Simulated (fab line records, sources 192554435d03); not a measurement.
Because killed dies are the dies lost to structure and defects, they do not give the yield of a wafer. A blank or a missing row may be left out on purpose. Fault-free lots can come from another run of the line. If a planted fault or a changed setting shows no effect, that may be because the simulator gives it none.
fab line records	flow n5-finfet	part 1 of 2: steps 1 to 15 of 17
record: lots: 6	wafers: 18	last-day: 17
route steps=1938 shown GATE_CUT@486 BEOL_M4@1111 PASSIVATION@1936
lots that met no fault: from a run of the same line without faults
start-h: hours from the record's first day to the start of the lot's first wafer shown	wait-h: hours since the lot's step before	" unchanged from the row above	L1.1+2: a single row standing in for several wafers	- no value, or no start given	* or withheld: withheld	< > ~ a bound
route shown NAME@n: NAME is a module with steps in the file, n the number in the route of the first one	usual: mean/standard deviation of fault-free wafers	same: alike in all rows	chamber/n: place in a boat	sites: the reading at each site	_std_site: their standard deviation	_edge_site: outer sites' mean less inner sites'	radius-mm: for every site, how far away it sits from the centre of the wafer	mask NAME#n: copy n	behind: the last tool/chamber to shape the wafer	hold: the reason the lot was held/the length of the hold in hours/how it ended	device: whichever transistor did not switch (one of n, p or np)	end of line: the route-end tests of the same wafers	step lacking rows: just its recipe	killed: dies that structure and defects cost at the first sort, which is not the same as the wafer's yield	map: a wafer's dies, marking killed ones x, the rest . and places with no die _
set.NAME: the run value of the setting; set.NAME@STEP: its run value at that earlier step	model.NAME: the simulator's own value behind a step, which no gauge read
lots at selected steps of the route; one table per step, one row per wafer
services: the hour from which a tool's chamber was out of use, counted from the record's first day as start-h (under 0 if before that day), plus the number of hours and why
== steps ==
step: N5_GATE_CUT_DEVELOP_12
recipe: develop-time-s: 30	developer: TMAH	resist: CAR-EUV	rinse-liquid: surfactant-rinse	dry: air-spin	dev-temp-c: 23
step: N5_GATE_CUT_CD_MEAS_13
recipe: target-cd-nm: 20	landing-energy-ev: 500	detector: se-inlens
usual: cd-nm: 20.0/0.31
lot.wafer	tool	chamber	start-h	wait-h	cd-nm
L771.2	cd-sem-01	0	84.48	-	19.9
L771.3	"	0	"	"	20.0
L771.6	"	0	"	"	20.1
L772.1	cd-sem-03	0	92.05	-	19.8
L772.2	"	0	"	"	20.0
L772.5	"	0	"	"	20.7
L773.1	cd-sem-03	0	98.03	-	20.1
L773.4	"	0	"	"	19.8
L773.6	"	0	"	"	20.2
L785.2	cd-sem-02	0	169.39	-	19.8
L785.5	"	0	"	"	20.3
L785.6	"	0	"	"	20.0
L788.1	cd-sem-03	0	193.87	-	20.2
L788.3	"	0	"	"	20.3
L788.6	"	0	"	"	20.1
L790.3	cd-sem-03	0	197.08	-	20.2
L790.4	"	0	"	"	19.9
L790.5	"	0	"	"	20.1
step: N5_GATE_CUT_OVL_MEAS_14
recipe: points-per-wafer: 522
usual: GATE_CUT_OVL: 0.1/0.63
lot.wafer	tool	chamber	start-h	wait-h	GATE_CUT_OVL[nm]
L771.2	overlay-02	0	84.51	0.0	0.5
L771.3	"	0	"	"	0.5
L771.6	"	0	"	"	0.6
L772.1	overlay-02	0	92.08	0.0	0.2
L772.2	"	0	"	"	0.2
L772.5	"	0	"	"	0.6
L773.1	overlay-01	0	98.06	0.0	0.8
L773.4	"	0	"	"	-0.5
L773.6	"	0	"	"	0.5
L785.2	overlay-01	0	169.42	0.0	-1.0
L785.5	"	0	"	"	-0.5
L785.6	"	0	"	"	0.2
L788.1	overlay-01	0	193.90	0.0	-0.3
L788.3	"	0	"	"	-0.3
L788.6	"	0	"	"	0.1
L790.3	overlay-01	0	197.12	0.0	-0.1
L790.4	"	0	"	"	0.3
L790.5	"	0	"	"	-0.7
step: N5_GATE_CUT_INSPECT_15
recipe: mode: adi	inspect-instrument: brightfield
usual: raw-defect-count: 119/37
lot.wafer	tool	chamber	start-h	wait-h	raw-defect-count
L771.2	defect-inspect-02	-	84.56	0.0	118
L771.3	"	-	"	"	89
L771.6	"	-	"	"	71
L772.1	defect-inspect-02	-	92.14	0.1	156
L772.2	"	-	"	"	137
L772.5	"	-	"	"	85
L773.1	defect-inspect-02	-	98.12	0.1	102
L773.4	"	-	"	"	76
L773.6	"	-	"	"	154
L785.2	defect-inspect-02	-	169.48	0.0	122
L785.5	"	-	"	"	156
L785.6	"	-	"	"	108
L788.1	defect-inspect-01	-	193.96	0.1	126
L788.3	"	-	"	"	123
L788.6	"	-	"	"	74
L790.3	defect-inspect-01	-	197.17	0.0	95
L790.4	"	-	"	"	79
L790.5	"	-	"	"	87
step: N5_GATE_CUT_DESCUM_18
recipe: chemistry: O2	time-s: 7	source-power-w: 50	bias-power-w: 20	pressure-mtorr: 20	rf-frequency-hz: 2.712e+07	temp-c: 40	resist: CAR-EUV	o2-flow-sccm: 225
step: N5_GATE_CUT_ETCH_28
recipe: chemistry: N2/H2	target: underlayer	target-depth-a: 130	mask-material: CAR-EUV	time-s: 10.4	ion-energy-ev: 200	pressure-mtorr: 30	source-w: 840	bias-w: 150	n2-flow-sccm: 200	h2-flow-sccm: 200	ends: cleared
step: N5_GATE_CUT_ETCH_36
recipe: chemistry: CF4	target: SiARC	target-depth-a: 130	mask-material: CAR-EUV	time-s: 21.7	ion-energy-ev: 80	pressure-mtorr: 40	source-w: 545	bias-w: 36	Ar_flow_sccm: 100	cf4-flow-sccm: 100	ends: cleared
usual: bias-w: 36.01/0.11	drypump-motor-current-A: 5.7/0.32	etch-rf-on-time-s: 21.6/0.66	oes-product-au: 0.68/0.055	rf-vpp-V: 184.1/1.1	showerhead-plenum-p-Torr: 2.14/0.065	throttle-valve-pct: 15.59/0.22
lot.wafer	tool	chamber	start-h	wait-h	bias-w	drypump-motor-current-A	etch-rf-on-time-s	oes-product-au	rf-hours-counter-h	rf-vpp-V	showerhead-plenum-p-Torr	throttle-valve-pct
L771.2	rie-diel-03	1	84.76	0.0	36.10	5.3	22.1	0.71	77	184.0	2.17	15.36
L771.3	"	0	"	"	35.86	5.7	21.9	0.79	15	185.2	2.27	15.65
L771.6	"	1	"	"	35.79	5.3	22.2	0.71	-	183.7	2.17	15.39
L772.1	rie-diel-04	1	92.24	0.0	35.82	5.7	20.4	0.80	34	184.3	2.09	15.30
L772.2	"	2	"	"	36.08	6.0	21.6	0.61	195	182.1	2.05	15.74
L772.5	"	0	"	"	36.03	5.7	21.3	0.71	-	183.6	2.16	15.57
L773.1	rie-diel-04	2	98.20	0.0	36.00	6.1	20.9	0.62	197	182.9	2.05	15.77
L773.4	"	0	"	"	35.85	5.7	21.1	0.71	80	183.4	2.16	15.60
L773.6	"	0	"	"	35.95	5.7	21.0	0.71	-	184.9	2.16	15.58
L785.2	rie-diel-04	0	169.88	0.0	36.14	5.7	21.7	0.68	102	183.3	2.15	15.63
L785.5	"	2	"	"	36.06	6.1	21.5	0.60	-	182.9	2.04	15.79
L785.6	"	1	"	"	36.14	5.7	20.8	0.76	-	184.2	2.09	15.33
L788.1	rie-diel-03	1	194.15	0.0	36.02	5.4	21.8	0.69	110	184.5	2.16	15.44
L788.3	"	0	"	"	35.96	5.7	21.5	0.75	48	185.4	2.26	15.73
L788.6	"	3	"	"	35.84	5.9	21.0	0.61	-	182.7	2.14	15.91
L790.3	rie-diel-04	2	197.27	0.0	35.94	6.1	21.9	0.60	218	181.9	2.04	15.80
L790.4	"	3	"	"	35.94	5.0	22.2	0.66	125	183.4	2.15	15.29
L790.5	"	3	"	"	36.06	5.0	22.2	0.67	-	185.6	2.15	15.32
step: N5_GATE_CUT_ETCH_37
recipe: chemistry: N2/H2	target: SOC	target-depth-a: 600	overetch-a: 120	mask-material: SiARC	temp-c: 40	time-s: 90	ion-energy-ev: 200	pressure-mtorr: 30	source-w: 840	bias-w: 150	n2-flow-sccm: 200	h2-flow-sccm: 200
usual: bias-w: 150.0/0.42	drypump-motor-current-A: 5.7/0.31	h2-flow-sccm: 200.0/0.61	oes-product-au: 0.71/0.056	rf-vpp-V: 523.7/2.4	showerhead-plenum-p-Torr: 2.54/0.079	throttle-valve-pct: 17.76/0.26
lot.wafer	tool	chamber	start-h	wait-h	bias-w	drypump-motor-current-A	h2-flow-sccm	oes-product-au	rf-hours-counter-h	rf-vpp-V	showerhead-plenum-p-Torr	throttle-valve-pct
L771.2	rie-diel-03	1	84.79	0.0	149.7	5.4	198.6	0.75	77	523.8	2.56	17.49
L771.3	"	0	"	"	149.8	5.7	199.4	0.84	15	528.7	2.71	17.95
L771.6	"	1	"	"	150.1	5.4	199.3	0.75	-	524.8	2.56	17.48
L772.1	rie-diel-04	1	92.27	0.0	150.0	5.7	201.1	0.82	34	521.8	2.48	17.42
L772.2	"	2	"	"	150.1	6.1	199.0	0.64	195	520.6	2.43	18.01
L772.5	"	0	"	"	149.9	5.7	200.1	0.73	-	524.0	2.55	17.60
L773.1	rie-diel-04	2	98.23	0.0	150.4	6.1	200.2	0.64	197	519.8	2.43	18.02
L773.4	"	0	"	"	149.5	5.7	200.0	0.73	80	525.3	2.55	17.60
L773.6	"	0	"	"	149.6	5.7	200.6	0.73	-	525.0	2.55	17.60
L785.2	rie-diel-04	0	169.90	0.0	149.7	5.7	201.3	0.71	102	524.4	2.54	17.65
L785.5	"	2	"	"	149.2	6.1	199.7	0.63	-	520.4	2.43	18.03
L785.6	"	1	"	"	149.8	5.7	199.5	0.79	-	520.4	2.47	17.48
L788.1	rie-diel-03	1	194.17	0.0	149.6	5.3	199.7	0.73	110	523.0	2.55	17.55
L788.3	"	0	"	"	150.6	5.8	199.8	0.77	48	526.7	2.69	18.01
L788.6	"	3	"	"	149.6	5.9	200.7	0.63	-	522.4	2.52	18.06
L790.3	rie-diel-04	2	197.30	0.0	149.7	6.1	199.8	0.63	218	520.1	2.42	18.05
L790.4	"	3	"	"	150.2	5.0	200.3	0.70	125	523.3	2.56	17.50
L790.5	"	3	"	"	150.2	5.0	200.3	0.70	-	524.8	2.56	17.49
step: N5_GATE_CUT_STRIP_38
recipe: chemistry: N2/H2	temp-c: 40	n2-flow-sccm: 200	h2-flow-sccm: 200	rf-frequency-hz: 6e+07
step: N5_GATE_CUT_STRIP_39
recipe: chemistry: N2/H2	temp-c: 40	n2-flow-sccm: 200	h2-flow-sccm: 200	rf-frequency-hz: 6e+07
step: N5_GATE_CUT_HM_OPEN_40
recipe: chemistry: C4F6/O2	target: SiO2	mask-material: SiARC	target-depth-a: 1390	time-s: 85.1	ion-energy-ev: 250	pressure-mtorr: 30	source-w: 345	bias-w: 185	Ar_flow_sccm: 300	C4F6_flow_sccm: 10	O2_flow_sccm: 10	ends: cleared
usual: bias-w: 185.1/0.6	drypump-motor-current-A: 5.7/0.31	etch-rf-on-time-s: 93.3/2.5	oes_f_703_au: 0.80/0.067	oes-product-au: 0.72/0.059	rf-vpp-V: 670/21	showerhead-plenum-p-Torr: 2.85/0.092	throttle-valve-pct: 20.90/0.27
lot.wafer	tool	chamber	start-h	wait-h	bias-w	drypump-motor-current-A	etch-rf-on-time-s	oes_f_703_au	oes-product-au	rf-hours-counter-h	rf-vpp-V	showerhead-plenum-p-Torr	throttle-valve-pct
L771.2	rie-diel-03	1	84.87	0.0	185.1	5.4	92.4	0.82	0.75	77	673	2.92	20.89
L771.3	"	0	"	"	184.3	5.7	88.6	0.91	0.85	15	695	3.01	21.08
L771.6	"	1	"	"	184.7	5.4	95.0	0.82	0.75	-	673	2.92	20.90
L772.1	rie-diel-04	1	92.35	0.0	185.0	5.7	86.4	0.96	0.84	34	675	2.79	20.66
L772.2	"	2	"	"	184.6	6.0	91.8	0.72	0.66	195	654	2.70	20.91
L772.5	"	0	"	"	184.8	5.7	93.5	0.84	0.75	-	635	2.86	20.81
L773.1	rie-diel-04	2	98.31	0.0	185.8	6.0	92.1	0.73	0.65	197	656	2.70	20.89
L773.4	"	0	"	"	184.6	5.7	91.3	0.84	0.75	80	634	2.86	20.81
L773.6	"	0	"	"	184.9	5.7	93.2	0.83	0.75	-	634	2.86	20.81
L785.2	rie-diel-04	0	169.99	0.0	185.0	5.7	93.4	0.82	0.73	102	634	2.85	20.83
L785.5	"	2	"	"	185.5	6.0	95.5	0.71	0.64	-	655	2.70	20.94
L785.6	"	1	"	"	185.0	5.7	93.0	0.92	0.81	-	673	2.78	20.68
L788.1	rie-diel-03	1	194.26	0.0	185.5	5.4	92.2	0.79	0.72	110	671	2.90	20.95
L788.3	"	0	"	"	185.8	5.7	90.7	0.85	0.78	48	695	3.00	21.13
L788.6	"	3	"	"	184.4	5.9	93.9	0.74	0.63	-	651	2.84	21.22
L790.3	rie-diel-04	2	197.38	0.0	184.7	6.0	92.9	0.70	0.62	218	652	2.69	20.94
L790.4	"	3	"	"	186.0	5.0	94.9	0.76	0.70	126	693	2.84	20.45
L790.5	"	3	"	"	185.2	5.0	94.5	0.76	0.70	-	692	2.84	20.45
step: N5_GATE_CUT_STRIP_41
recipe: chemistry: CF4	resist: SiARC	power-w: 300	bias-power-w: 75	pressure-mtorr: 50	cf4-flow-sccm: 150	rf-frequency-hz: 6e+07
usual: bias-power-w: 74.99/0.22	cf4-flow-sccm: 150.0/0.48	drypump-motor-current-A: 5.7/0.31	oes-product-au: 0.184/0.015	rf-vpp-V: 271.0/1.4	showerhead-plenum-p-Torr: 1.80/0.053	throttle-valve-pct: 13.57/0.22
lot.wafer	tool	chamber	start-h	wait-h	bias-power-w	cf4-flow-sccm	drypump-motor-current-A	oes-product-au	rf-hours-counter-h	rf-vpp-V	showerhead-plenum-p-Torr	throttle-valve-pct
L771.2	rie-diel-03	1	84.93	0.0	74.97	149.2	5.3	0.193	77	272.1	1.80	13.27
L771.3	"	0	"	"	74.95	150.3	5.7	0.211	15	273.5	1.90	13.58
L771.6	"	1	"	"	75.25	150.1	5.4	0.196	-	271.4	1.80	13.26
L772.1	rie-diel-04	1	92.41	0.0	75.12	148.7	5.7	0.208	34	271.1	1.75	13.23
L772.2	"	2	"	"	74.95	150.4	6.0	0.170	195	269.9	1.73	13.80
L772.5	"	0	"	"	75.02	149.6	5.7	0.183	-	270.7	1.82	13.59
L773.1	rie-diel-04	2	98.37	0.0	74.85	149.8	6.0	0.167	197	269.3	1.73	13.80
L773.4	"	0	"	"	75.02	150.0	5.7	0.186	80	271.2	1.82	13.59
L773.6	"	0	"	"	75.42	149.8	5.7	0.189	-	271.7	1.82	13.59
L785.2	rie-diel-04	0	170.05	0.0	75.14	149.6	5.7	0.185	102	270.6	1.82	13.63
L785.5	"	2	"	"	74.88	150.1	6.0	0.162	-	268.6	1.72	13.83
L785.6	"	1	"	"	75.04	149.8	5.7	0.202	-	271.8	1.75	13.29
L788.1	rie-diel-03	1	194.32	0.0	74.83	148.8	5.3	0.191	110	270.3	1.79	13.33
L788.3	"	0	"	"	74.79	150.7	5.7	0.198	48	273.6	1.89	13.65
L788.6	"	3	"	"	74.62	150.2	5.9	0.161	-	269.3	1.79	13.87
L790.3	rie-diel-04	2	197.44	0.0	75.00	150.2	6.0	0.165	219	269.2	1.72	13.85
L790.4	"	3	"	"	74.64	149.8	5.0	0.175	126	271.2	1.81	13.34
L790.5	"	3	"	"	75.11	149.6	5.0	0.183	-	271.0	1.81	13.34
step: N5_GATE_CUT_STRIP_42
recipe: chemistry: O2	power-w: 400	temp-c: 40	pressure-mtorr: 30	rf-frequency-hz: 6e+07	bias-power-w: 0	overash-fraction: 0.3	o2-flow-sccm: 225
usual: bias-power-w: 0/0	chamber-pressure-mTorr: 30.001/0.026	drypump-motor-current-A: 5.7/0.32	oes-product-au: 0.80/0.066	rf-vpp-V: 3.6/0.5	showerhead-plenum-p-Torr: 2.10/0.067	throttle-valve-pct: 16.66/0.21
lot.wafer	tool	chamber	start-h	wait-h	bias-power-w	chamber-pressure-mTorr	drypump-motor-current-A	oes-product-au	rf-hours-counter-h	rf-vpp-V	showerhead-plenum-p-Torr	throttle-valve-pct	model.SOC_of_GATE_CUT_COAT_34.thk-nm
L771.2	rie-diel-03	1	84.95	0.0	0	29.998	5.3	0.84	77	3.5	2.11	16.39	0
L771.3	"	0	"	"	0	30.036	5.8	0.92	15	3.5	2.22	16.69	0
L771.6	"	1	"	"	0	30.009	5.4	0.84	-	3.1	2.11	16.39	0
L772.1	rie-diel-04	1	92.43	0.0	0	29.969	5.7	0.93	34	3.9	2.08	16.55	0
L772.2	"	2	"	"	0	29.993	6.0	0.73	195	4.0	1.99	16.74	0
L772.5	"	0	"	"	0	29.979	5.8	0.84	-	3.3	2.15	16.79	0
L773.1	rie-diel-04	2	98.39	0.0	0	30.020	6.0	0.72	197	3.7	1.99	16.77	0
L773.4	"	0	"	"	0	30.009	5.7	0.84	80	3.2	2.15	16.78	0
L773.6	"	0	"	"	0	30.015	5.7	0.84	-	3.7	2.15	16.77	0
L785.2	rie-diel-04	0	170.07	0.0	0	30.005	5.7	0.81	102	4.5	2.14	16.81	0
L785.5	"	2	"	"	0	30.034	6.0	0.71	-	3.1	1.99	16.77	0
L785.6	"	1	"	"	0	30.001	5.7	0.88	-	3.1	2.07	16.56	0
L788.1	rie-diel-03	1	194.34	0.0	-	-	-	-	-	-	-	-	34
L788.3	"	0	"	"	-	-	-	-	-	-	-	-	33.8
L788.6	"	3	"	"	-	-	-	-	-	-	-	-	32.6
L790.3	rie-diel-04	2	197.46	0.0	-	-	-	-	-	-	-	-	33.4
L790.4	"	3	"	"	-	-	-	-	-	-	-	-	33
L790.5	"	3	"	"	-	-	-	-	-	-	-	-	32.8
step: N5_GATE_CUT_ETCH_19
recipe: chemistry: CH3F/O2	target: SiNx	mask-material: SiO2	target-depth-a: 537	time-s: 76.7	pressure-mtorr: 30	source-w: 395	bias-w: 73	Ar_flow_sccm: 150	CH3F_flow_sccm: 30	O2_flow_sccm: 20	ion-energy-ev: 120	ends: cleared
usual: bias-w: 73.01/0.2	drypump-motor-current-A: 5.7/0.32	etch-rf-on-time-s: 76.4/1.6	oes_f_703_au: 0.80/0.064	oes-product-au: 0.68/0.054	rf-vpp-V: 299/9.4	showerhead-plenum-p-Torr: 2.00/0.068	throttle-valve-pct: 16.32/0.24
lot.wafer	tool	chamber	start-h	wait-h	bias-w	drypump-motor-current-A	etch-rf-on-time-s	oes_f_703_au	oes-product-au	rf-hours-counter-h	rf-vpp-V	showerhead-plenum-p-Torr	throttle-valve-pct	model.SOC_of_GATE_CUT_COAT_34.thk-nm
L771.2	rie-diel-03	1	84.99	0.0	73.12	5.3	78.3	0.84	0.71	77	300	2.05	16.26	0
L771.3	"	0	"	"	73.28	5.7	76.1	0.92	0.80	15	311	2.13	16.42	0
L771.6	"	1	"	"	73.05	5.4	79.1	0.83	0.70	-	299	2.05	16.25	0
L772.1	rie-diel-04	1	92.47	0.0	72.88	5.7	74.2	0.95	0.79	34	302	1.96	16.06	0
L772.2	"	2	"	"	73.10	6.0	76.0	0.72	0.62	195	291	1.89	16.38	0
L772.5	"	0	"	"	73.07	5.7	76.3	0.83	0.70	-	283	2.01	16.26	0
L773.1	rie-diel-04	2	98.43	0.0	73.01	6.1	75.7	0.72	0.62	197	293	1.89	16.38	0
L773.4	"	0	"	"	73.04	5.7	75.3	0.83	0.70	80	284	2.01	16.26	0
L773.6	"	0	"	"	72.97	5.7	75.2	0.83	0.70	-	283	2.01	16.27	0
L785.2	rie-diel-04	0	170.11	0.0	73.28	5.7	76.3	0.80	0.68	102	284	2.00	16.32	0
L785.5	"	2	"	"	72.73	6.0	76.6	0.72	0.60	-	293	1.89	16.39	0
L785.6	"	1	"	"	72.82	5.7	74.1	0.90	0.75	-	302	1.95	16.10	0
L788.1	rie-diel-03	1	194.38	0.0	72.90	5.3	76.9	0.80	0.69	110	299	2.04	16.31	14.2
L788.3	"	0	"	"	72.78	5.7	75.9	0.86	0.74	48	311	2.11	16.51	14.2
L788.6	"	3	"	"	72.88	5.9	76.8	0.75	0.60	-	290	1.99	16.63	13
L790.3	rie-diel-04	2	197.50	0.0	73.11	6.1	77.2	0.71	0.60	219	294	1.89	16.41	13.6
L790.4	"	3	"	"	73.06	5.0	77.7	0.76	0.67	126	309	2.00	15.99	13.2
L790.5	"	3	"	"	73.08	5.0	77.3	0.76	0.66	-	309	2.00	15.99	13.2
step: N5_GATE_CUT_CUT_ETCH_53
recipe: chemistry: SF6/Cl2	target: W	mask-material: SiO2	target-depth-a: 792	pressure-mtorr: 8	icp-w: 900	bias-w: 80	SF6_flow_sccm: 40	Cl2_flow_sccm: 60	ends: cleared
usual: bias-w: 80.00/0.23	drypump-motor-current-A: 5.6/0.41	etch-rf-on-time-s: 26.4/0.69	oes-product-au: 0.74/0.09	throttle-valve-pct: 28.8/0.32
lot.wafer	tool	chamber	start-h	wait-h	bias-w	drypump-motor-current-A	etch-rf-on-time-s	oes-product-au	rf-hours-counter-h	throttle-valve-pct
L771.2	rie-metal-03	1	85.10	0.1	80.01	5.6	26.1	0.68	54	28.3
L771.3	"	0	"	"	80.09	5.3	26.1	0.66	-	28.8
L771.6	"	0	"	"	79.69	5.3	26.3	0.66	-	28.8
L772.1	rie-metal-03	1	92.58	0.1	80.21	5.6	26.6	0.67	55	28.3
L772.2	"	0	"	"	79.60	5.3	26.5	0.65	60	28.8
L772.5	"	1	"	"	80.19	5.6	26.4	0.67	-	28.3
L773.1	rie-metal-03	0	98.54	0.1	80.03	5.3	26.5	0.64	62	28.8
L773.4	"	0	"	"	80.27	5.3	26.4	0.65	-	28.8
L773.6	"	0	"	"	79.66	5.3	26.5	0.64	-	28.8
L785.2	rie-metal-02	0	170.24	0.1	79.96	5.6	25.3	0.76	-	29.2
L785.5	"	0	"	"	80.45	5.6	25.2	0.77	-	29.3
L785.6	"	0	"	"	80.04	5.6	25.0	0.77	-	29.3
L788.1	rie-metal-01	0	194.49	0.1	79.92	5.0	27.3	0.79	8	29.0
L788.3	"	1	"	"	79.97	5.7	26.7	0.81	-	28.8
L788.6	"	1	"	"	79.88	5.7	26.6	0.81	-	28.7
L790.3	rie-metal-02	1	197.63	0.1	80.07	6.6	25.8	0.88	-	28.9
L790.4	"	0	"	"	80.07	5.6	25.3	0.76	-	29.2
L790.5	"	1	"	"	79.71	6.5	26.1	0.88	-	28.9
== key ==
first-sign: step: N5_GATE_CUT_STRIP_42	reading: tool-record	direction: missing
effect none on later readings
model-effect: step: N5_GATE_CUT_STRIP_42	value: SOC_of_GATE_CUT_COAT_34.thk-nm	without: 0	struck: 33.27
model-effect: step: N5_GATE_CUT_ETCH_19	value: SOC_of_GATE_CUT_COAT_34.thk-nm	without: 0	struck: 13.57
met-at N5_GATE_CUT_STRIP_42
struck-wafers L788.1,L788.3,L788.6,L790.3,L790.4,L790.5
rows-end L790.3,L790.4,L790.5
onset-between 170.07 194.34
fault: kind: skipped-step-whole	tool: rie-diel-03,rie-diel-04	chamber: -	onset-h: 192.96	steps: N5_GATE_CUT_STRIP_42	scope: struck-lots-only
rows-end: these wafers met a further fault down the route, and their rows from its step on are left out
